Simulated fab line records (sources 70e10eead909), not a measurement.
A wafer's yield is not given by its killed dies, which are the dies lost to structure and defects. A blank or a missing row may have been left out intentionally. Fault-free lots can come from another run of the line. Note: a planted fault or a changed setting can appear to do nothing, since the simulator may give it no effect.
Which of the tools did it? :: flow nand_harc :: 16 wafers from 6 lots sampled at 3 of the route's 1302 steps

## WHAT THE GAUGES READ, wafer by wafer
NHARC_A_DECK1_JOINT_INSPECT_05.
lot: L104
measured: day 12 19:49
on: defect_inspect-02
raw_defect_count: 268 279 318

lot: L107
measured: day 13 20:46
on: defect_inspect-02
raw_defect_count: 373 231 213

lot: L108
measured: day 14 04:31
on: defect_inspect-02
raw_defect_count: 216 393 395

lot: L110
measured: day 15 16:45
on: defect_inspect-02
raw_defect_count: 324 384 309

lot: L122
measured: day 20 05:37
on: defect_inspect-01
raw_defect_count: 1051

lot: L125
measured: day 21 06:31
on: defect_inspect-02
raw_defect_count: 303 485 303

## WHICH TOOL RAN EACH LOT (tool, then ch and the chambers of the sampled wafers, then the start)
lot: L104
NHARC_A_CHANNEL_FILL_D1_ETCHBACK_19: rie_si-01 ch 1,2,3, day 10 06:44
NHARC_A_DECK1_JOINT_ETCHBACK_00: rie_si-05 ch 1,2, day 11 22:01

lot: L107
NHARC_A_CHANNEL_FILL_D1_ETCHBACK_19: rie_si-03 ch 0,1,2, day 11 04:32
NHARC_A_DECK1_JOINT_ETCHBACK_00: rie_si-06 ch 1,2, day 12 14:57

lot: L108
NHARC_A_CHANNEL_FILL_D1_ETCHBACK_19: rie_si-03 ch 0,2,3, day 11 18:05
NHARC_A_DECK1_JOINT_ETCHBACK_00: rie_si-06 ch 1,2, day 13 05:58

lot: L110
NHARC_A_CHANNEL_FILL_D1_ETCHBACK_19: rie_si-03 ch 0,1,3, day 13 05:36
NHARC_A_DECK1_JOINT_ETCHBACK_00: rie_si-05 ch 0,1,3, day 14 17:17

lot: L122
NHARC_A_CHANNEL_FILL_D1_ETCHBACK_19: rie_si-03 ch 2, day 17 12:41
NHARC_A_DECK1_JOINT_ETCHBACK_00: rie_si-05 ch 3, day 19 03:59

lot: L125
NHARC_A_CHANNEL_FILL_D1_ETCHBACK_19: rie_si-01 ch 0,1,3, day 18 22:13
NHARC_A_DECK1_JOINT_ETCHBACK_00: rie_si-02 ch 0,2, day 20 08:40
- NHARC_A_CHANNEL_FILL_D1_ETCHBACK_19: etches the open film in HBr/Cl2, target depth 5 nm, time 1.7 s.
- NHARC_A_DECK1_JOINT_ETCHBACK_00: etches the open film in HBr, target depth 30 nm, time 17.4 s.

## THE ANSWER, worked out from the rows above alone
Rule: the usual values come from the lots themselves. The widest of any qualifying gaps counts: lots, ordered by their means at a reading, are off when they make up no more than a third of the lots, leave a main group of 4 or more, and stand apart from it by 3 or more times the standard deviation of that group's means. Not used: any main group whose means are identical at the precision the tables above print for the reading. A lot without any number at a reading at which 4 lots or more have one is off too. The other lots that the step has rows for count as sound.
Off: L122, at NHARC_A_DECK1_JOINT_INSPECT_05 (raw_defect_count). The main group: mean 320, standard deviation 34.
If a tool, at a process step before that reading, ran all the lots that are off and no sound lot after the first of them, it fits. Gauges at NHARC_A_DECK1_JOINT_INSPECT_05: tried the same way as those tools. Can't be told from this: 3 tools fit, rie_si-03 at NHARC_A_CHANNEL_FILL_D1_ETCHBACK_19, rie_si-05 at NHARC_A_DECK1_JOINT_ETCHBACK_00, defect_inspect-01 at NHARC_A_DECK1_JOINT_INSPECT_05.

## WHAT THE SIMULATOR PUT IN
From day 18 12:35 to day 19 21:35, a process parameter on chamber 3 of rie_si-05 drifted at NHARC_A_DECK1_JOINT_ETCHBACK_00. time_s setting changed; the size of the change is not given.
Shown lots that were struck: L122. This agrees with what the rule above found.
